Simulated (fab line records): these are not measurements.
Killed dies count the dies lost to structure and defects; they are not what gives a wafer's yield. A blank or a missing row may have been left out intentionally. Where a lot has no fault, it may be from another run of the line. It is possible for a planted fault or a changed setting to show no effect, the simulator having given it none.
fab line records	flow n5_finfet
record: lots: 10	wafers: 30	last_day: 17
route steps=1938 shown BEOL_M7@1281
lots that met no fault: taken from a fault-free run of the same line
start_h: the number of hours between the record's first day and the start of the first shown wafer of the lot	wait_h: hours since the lot's step before	" repeats the value in the row above	L1.1+2: one row covering several wafers at once	- either no value or no given start	* or withheld: withheld	< > ~ a bound
route shown NAME@n: a module of which the file shows steps, and the number in the route of the first	usual: mean/standard deviation of fault-free wafers	same: alike in all rows	chamber/n: place in a boat	sites: each site's reading	_std_site: standard deviation of those values	_edge_site: mean of outer sites minus mean of inner sites	radius_mm: how far each site lies from the wafer's centre	mask NAME#n: copy n	behind: the most recent tool/chamber to have shaped the wafer	hold: cause of the lot's hold/its duration in hours/its outcome	device: the n, p or np transistor that did not switch	end of line: at the end of the route, the tests of the same wafers	a step without rows: its recipe alone	killed: dies that structure and defects cost at the first sort, which is not the same as the wafer's yield	map: a wafer's dies, x killed, . not, _ none there
set.NAME: the setting as run; set.NAME@STEP: as run at that earlier step	model.NAME: the simulator's own value behind a step, which no gauge read
route steps across a sampled set of lots; one table per step, one row per wafer
services: the hour from which a tool's chamber was out of use, counted from the record's first day as start_h (under 0 if before that day), plus the number of hours and why
== steps ==
step: N5_BEOL_M7_ETCH_62
recipe: chemistry: N2/H2	target: SOC	target_depth_a: 1100	overetch_a: 220	mask_material: SiARC	temp_c: 40	time_s: 165	ion_energy_ev: 200	pressure_mtorr: 30	source_w: 840	bias_w: 150	n2_flow_sccm: 200	h2_flow_sccm: 200
usual: drypump_motor_current_A: 5.8/0.52	h2_flow_sccm: 200.0/0.66	n2_flow_sccm: 199.9/0.63	oes_product_au: 0.64/0.073	rf_vpp_V: 523.6/2.6	showerhead_plenum_p_Torr: 2.54/0.081	throttle_valve_pct: 17.94/0.23
lot.wafer	tool	chamber	start_h	wait_h	drypump_motor_current_A	h2_flow_sccm	n2_flow_sccm	oes_product_au	rf_hours_counter_h	rf_vpp_V	showerhead_plenum_p_Torr	throttle_valve_pct
L539.3	rie_diel-05	0	228.24	0.0	5.4	200.6	200.3	0.58	229	520.8	2.51	18.02
L539.5	"	1	"	"	6.7	199.8	200.1	0.59	-	523.4	2.51	18.05
L539.6	"	0	"	"	5.4	199.2	200.3	0.58	-	521.7	2.51	17.99
L541.1	rie_diel-04	2	238.44	0.0	5.5	199.8	199.6	0.64	188	525.7	2.63	17.89
L541.5	"	2	"	"	5.5	199.3	199.5	0.63	-	525.6	2.63	17.89
L541.6	"	1	"	"	6.6	201.4	200.6	0.64	-	519.3	2.43	18.08
L547.1	rie_diel-05	3	254.41	0.0	5.6	199.7	200.1	0.60	221	523.8	2.51	18.33
L547.2	"	2	"	"	5.5	200.4	199.3	0.78	8	520.9	2.50	17.53
L547.5	"	2	"	"	5.5	200.3	199.9	0.78	-	522.1	2.50	17.53
L543.2	rie_diel-05	3	257.25	0.0	5.6	200.9	201.1	0.60	221	523.5	2.51	18.31
L543.4	"	2	"	"	5.5	200.5	199.1	0.77	9	521.6	2.50	17.53
L543.6	"	2	"	"	5.5	200.1	199.8	0.78	-	523.4	2.50	17.53
L545.1	rie_diel-04	0	260.20	0.0	6.1	199.9	201.1	0.60	207	523.4	2.51	17.88
L545.2	"	3	"	"	5.7	199.9	200.0	0.81	10	529.4	2.71	17.73
L545.5	"	1	"	"	6.6	199.9	199.8	0.63	-	520.9	2.43	18.08
L544.1	rie_diel-04	1	265.15	0.0	6.6	200.7	200.3	0.63	188	519.1	2.42	18.09
L544.2	"	2	"	"	5.5	199.7	200.8	0.62	194	525.0	2.63	17.87
L544.5	"	1	"	"	6.6	201.7	200.1	0.63	-	520.0	2.43	18.09
L546.2	rie_diel-05	1	275.46	0.0	6.7	199.0	199.9	0.58	235	523.4	2.50	18.11
L546.4	"	0	"	"	5.4	199.1	199.6	0.57	241	523.3	2.51	18.02
L546.5	"	0	"	"	5.4	200.5	199.3	0.57	-	521.8	2.51	18.04
L555.1	rie_diel-05	3	322.63	0.0	5.6	200.7	201.1	0.59	232	522.7	2.50	18.33
L555.4	"	3	"	"	5.6	200.6	199.2	0.60	-	522.5	2.50	18.35
L555.5	"	0	"	"	5.4	199.8	199.3	0.56	-	522.8	2.50	18.05
L558.1	rie_diel-04	3	332.09	0.0	5.7	199.3	200.1	0.76	32	529.5	2.70	17.77
L558.5	"	1	"	"	6.5	200.2	199.9	0.62	-	520.3	2.42	18.15
L558.6	"	2	"	"	5.5	201.0	198.0	0.61	-	527.3	2.62	17.92
L559.3	rie_diel-04	3	336.68	0.0	5.6	198.8	200.2	0.76	33	527.5	2.70	17.76
L559.5	"	2	"	"	5.5	200.4	200.1	0.61	-	526.7	2.62	17.93
L559.6	"	3	"	"	5.7	199.6	200.5	0.76	-	529.1	2.70	17.78
step: N5_BEOL_M7_EXPOSE_25
recipe: mask_id: V6	na: 0.33	source_shape: annular	sigma_inner: 0.4	sigma_outer: 0.8	polarization: unpolarized	target_cd_nm: 40	dose_mj: 42.5
lot.wafer	tool	chamber	start_h	wait_h	mask
L539.3+5+6	euv_scanner-02	0	229.67	-	V6#0
L541.1+5+6	euv_scanner-01	0	243.05	-	V6#0
L547.1+2+5	euv_scanner-02	0	255.63	-	V6#0
L543.2+4+6	euv_scanner-02	0	258.63	-	V6#0
L545.1+2+5	euv_scanner-01	0	264.04	-	V6#0
L544.1+2+5	euv_scanner-02	0	269.22	-	V6#0
L546.2+4+5	euv_scanner-02	0	278.65	-	V6#0
L555.1+4+5	euv_scanner-02	0	324.26	-	V6#0
L558.1+5+6	euv_scanner-01	0	333.67	-	V6#0
L559.3+5+6	euv_scanner-01	0	337.68	-	V6#0
step: N5_BEOL_M7_CD_MEAS_28
recipe: target_cd_nm: 40	landing_energy_ev: 500	detector: se_inlens
usual: cd_nm: 39.95/0.26
lot.wafer	tool	chamber	start_h	wait_h	cd_nm
L539.3	cd_sem-01	0	229.79	-	39.56
L539.5	"	0	"	"	39.43
L539.6	"	0	"	"	40.27
L541.1	cd_sem-01	0	243.18	-	39.92
L541.5	"	0	"	"	39.91
L541.6	"	0	"	"	39.57
L547.1	cd_sem-01	0	255.76	-	40.17
L547.2	"	0	"	"	40.79
L547.5	"	0	"	"	40.07
L543.2	cd_sem-02	0	258.76	-	39.48
L543.4	"	0	"	"	40.40
L543.6	"	0	"	"	39.53
L545.1	cd_sem-03	0	264.17	-	40.09
L545.2	"	0	"	"	39.74
L545.5	"	0	"	"	40.06
L544.1	cd_sem-02	0	269.35	-	40.00
L544.2	"	0	"	"	39.84
L544.5	"	0	"	"	39.83
L546.2	cd_sem-01	0	278.77	-	39.82
L546.4	"	0	"	"	40.01
L546.5	"	0	"	"	39.73
L555.1	cd_sem-01	0	324.40	-	38.40
L555.4	"	0	"	"	39.75
L555.5	"	0	"	"	40.02
L558.1	cd_sem-02	0	333.80	-	40.02
L558.5	"	0	"	"	39.82
L558.6	"	0	"	"	39.99
L559.3	cd_sem-03	0	337.80	-	40.10
L559.5	"	0	"	"	39.93
L559.6	"	0	"	"	39.86
step: N5_BEOL_M7_OVL_MEAS_29
recipe: points_per_wafer: 522
usual: V6_OVL: -0.2/0.67
lot.wafer	tool	chamber	start_h	wait_h	V6_OVL[nm]
L539.3	overlay-02	0	229.83	0.0	-1.6
L539.5	"	0	"	"	0.0
L539.6	"	0	"	"	-0.4
L541.1	overlay-02	0	243.21	0.0	-1.1
L541.5	"	0	"	"	-1.0
L541.6	"	0	"	"	-0.8
L547.1	overlay-01	0	255.79	0.0	0.8
L547.2	"	0	"	"	1.2
L547.5	"	0	"	"	0.2
L543.2	overlay-02	0	258.79	0.0	-0.4
L543.4	"	0	"	"	0.3
L543.6	"	0	"	"	0.2
L545.1	overlay-02	0	264.20	0.0	-1.1
L545.2	"	0	"	"	0.4
L545.5	"	0	"	"	-0.6
L544.1	overlay-01	0	269.38	0.0	0.7
L544.2	"	0	"	"	-0.7
L544.5	"	0	"	"	0.5
L546.2	overlay-02	0	278.81	0.0	0.6
L546.4	"	0	"	"	0.5
L546.5	"	0	"	"	-0.1
L555.1	overlay-02	0	324.43	0.0	-1.4
L555.4	"	0	"	"	-1.0
L555.5	"	0	"	"	-0.1
L558.1	overlay-02	0	333.83	0.0	-0.2
L558.5	"	0	"	"	-0.7
L558.6	"	0	"	"	0.2
L559.3	overlay-01	0	337.84	0.0	0.6
L559.5	"	0	"	"	0.9
L559.6	"	0	"	"	0.5
step: N5_BEOL_M7_VIA_ETCH_34
recipe: chemistry: C4F6/O2	target: SiCOH_lowk	target_depth_a: 1255	mask_material: SOC	taper_deg: 4	time_s: 50.5	ion_energy_ev: 250	pressure_mtorr: 30	source_w: 345	bias_w: 185	Ar_flow_sccm: 300	C4F6_flow_sccm: 10	O2_flow_sccm: 10
usual: drypump_motor_current_A: 5.8/0.51	oes_o_777_au: 0.76/0.089	oes_product_au: 0.75/0.095	rf_vpp_V: 668/7.1	showerhead_plenum_p_Torr: 2.83/0.077	throttle_valve_pct: 21.0/0.3
lot.wafer	tool	chamber	start_h	wait_h	drypump_motor_current_A	oes_o_777_au	oes_product_au	rf_hours_counter_h	rf_vpp_V	showerhead_plenum_p_Torr	throttle_valve_pct
L539.3	rie_diel-02	3	230.35	0.0	4.8	0.74	0.72	202	660	2.83	21.2
L539.5	"	0	"	"	6.0	0.69	0.70	-	664	2.81	21.3
L539.6	"	1	"	"	5.9	0.90	0.92	-	673	3.03	20.6
L541.1	rie_diel-02	3	243.48	0.0	4.7	0.74	0.72	207	661	2.83	21.2
L541.5	"	2	"	"	5.6	0.74	0.73	-	674	2.84	20.7
L541.6	"	3	"	"	4.8	0.74	0.72	-	661	2.83	21.2
L547.1	rie_diel-05	0	256.06	0.0	5.4	0.67	0.67	235	669	2.80	21.0
L547.2	"	3	"	"	5.6	0.69	0.68	221	675	2.81	21.4
L547.5	"	1	"	"	6.7	0.69	0.69	-	674	2.81	21.1
L543.2	rie_diel-05	3	259.07	0.0	5.6	0.70	0.70	221	673	2.81	21.4
L543.4	"	1	"	"	6.7	0.69	0.69	230	674	2.80	21.2
L543.6	"	3	"	"	5.6	0.69	0.69	-	674	2.81	21.4
L545.1	rie_diel-05	2	264.48	0.0	5.5	0.90	0.93	10	658	2.79	20.5
L545.2	"	3	"	"	5.6	0.69	0.70	223	674	2.81	21.4
L545.5	"	0	"	"	5.4	0.67	0.68	-	669	2.80	21.0
L544.1	rie_diel-05	3	269.65	0.0	5.6	0.69	0.69	224	674	2.81	21.4
L544.2	"	2	"	"	5.5	0.91	0.92	12	658	2.79	20.5
L544.5	"	2	"	"	5.5	0.90	0.92	-	658	2.79	20.5
L546.2	rie_diel-04	2	279.24	0.0	5.5	0.74	0.74	198	671	2.93	21.0
L546.4	"	1	"	"	6.6	0.74	0.74	192	652	2.72	21.1
L546.5	"	3	"	"	5.7	0.96	0.96	-	674	3.03	21.0
L555.1	rie_diel-05	3	324.93	0.0	5.6	0.69	0.69	233	673	2.80	21.4
L555.4	"	3	"	"	5.6	0.68	0.69	-	674	2.80	21.4
L555.5	"	0	"	"	5.4	0.66	0.66	-	671	2.79	21.0
L558.1	rie_diel-05	2	334.36	0.0	5.5	0.85	0.87	36	660	2.78	20.5
L558.5	"	1	"	"	6.7	0.67	0.67	-	674	2.80	21.2
L558.6	"	3	"	"	5.6	0.69	0.68	-	675	2.80	21.4
L559.3	rie_diel-04	1	338.10	0.0	6.6	0.74	0.72	211	652	2.71	21.1
L559.5	"	3	"	"	5.6	0.93	0.91	-	675	3.02	21.0
L559.6	"	2	"	"	5.5	0.73	0.71	-	670	2.92	21.0
== services ==
tool	chamber	start_h	hours	kind
rie_diel-02	2	206.69	6.6	repair
rie_diel-05	2	209.91	-	clean
rie_diel-05	2	209.91	-	consumable_replace:focus_ring
rie_diel-04	3	210.24	-	clean
rie_diel-04	3	210.24	-	consumable_replace:focus_ring
rie_diel-04	3	210.24	-	consumable_replace:showerhead
rie_diel-04	3	210.24	16.8	scheduled_down
rie_diel-04	3	210.24	16.8	vent_cycle
euv_scanner-02	-	247.50	4.6	pm
euv_scanner-02	-	253.55	1.0	pm
euv_scanner-01	-	254.56	1.0	pm
rie_diel-02	3	267.45	4.0	repair
rie_diel-02	-	275.75	2.8	pm
euv_scanner-01	-	276.89	25.6	repair
euv_scanner-02	0	286.50	-	calibration
rie_diel-02	0	303.00	-	clean
euv_scanner-01	-	303.59	4.6	pm
euv_scanner-02	-	309.70	1.0	pm
euv_scanner-01	-	310.71	1.0	pm
rie_diel-05	0	325.56	-	clean
rie_diel-05	0	325.56	-	consumable_replace:focus_ring
rie_diel-05	0	325.56	16.5	scheduled_down
rie_diel-05	0	325.56	16.5	vent_cycle
euv_scanner-01	0	335.47	-	calibration
== key ==
first_sign: step: N5_BEOL_M7_CD_MEAS_28	reading: cd_nm	direction: down	sigmas: 5.9	usual: 39.95	struck: 38.40
effect none on later readings
met_at N5_BEOL_M7_EXPOSE_25
struck_lots L555
struck_wafers L555.1
not_acting_at N5_BEOL_M7_ETCH_62,N5_BEOL_M7_OVL_MEAS_29,N5_BEOL_M7_VIA_ETCH_34
onset_between 278.65 324.26
fault: kind: process_parameter_drift	tool: euv_scanner-02	chamber: -	onset_h: 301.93	steps: N5_BEOL_M7_EXPOSE_25	channel: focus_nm	offset: 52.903	shape: step	end_h: 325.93	scope: struck_wafers_only
